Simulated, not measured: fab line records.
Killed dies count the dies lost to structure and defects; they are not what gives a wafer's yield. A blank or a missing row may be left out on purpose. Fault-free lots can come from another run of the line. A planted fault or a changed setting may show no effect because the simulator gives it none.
Matching of chambers    flow n5-finfet    N5_BEOL_M5_CO_CAP_78 on cvd-co-01: 3 sister chambers
The step material Co, precursor CCTBA/H2, target thk 2 nm, time 102.1 s. 3 wafers are shown with their chamber, then 12 later ones without.

== EACH WAFER AND ITS CHAMBER ==
wafer   chamber  heater-power-w (W)
L090.1  0        249
L090.2  1        242
L090.3  2        225

== WAFERS MISSING THEIR CHAMBER ==
wafer   heater-power-w (W)
L090.4  237
L090.5  244
L090.6  228
L096.2  240
L096.4  252
L096.6  228
L095.1  228
L095.3  225
L095.4  249
L097.1  231
L097.5  254
L097.6  230

== CHAMBER TAKEN BY EACH ==
wafer   from the rows above           in truth
L090.4  can't be placed: 1 or 0 or 2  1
L090.5  can't be placed: 1 or 0       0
L090.6  2                             2
L096.2  can't be placed: 1 or 0       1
L096.4  can't be placed: 0 or 1       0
L096.6  2                             2
L095.1  2                             2
L095.3  2                             2
L095.4  can't be placed: 0 or 1       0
L097.1  can't be placed: 2 or 1       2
L097.5  can't be placed: 0 or 1       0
L097.6  can't be placed: 2 or 1       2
4 of 12 placed correctly. Unplaceable from these rows: 8, with the true chamber sitting among the candidates in 8. Wrongly placed: 0.
How it was worked out, from the rows above alone: a wafer's distance from a chamber is the root of the sum, over the readings, of the square of ((its reading less the chamber's mean) divided by the reading's scatter). The wafer belongs to the nearest chamber; if the next one is less than 2 further off, it can't be placed. The mean given for a chamber averages the wafers shown for that chamber. The scatter: root of mean squared gap, hidden wafer to nearest shown wafer, with one shown wafer a chamber.
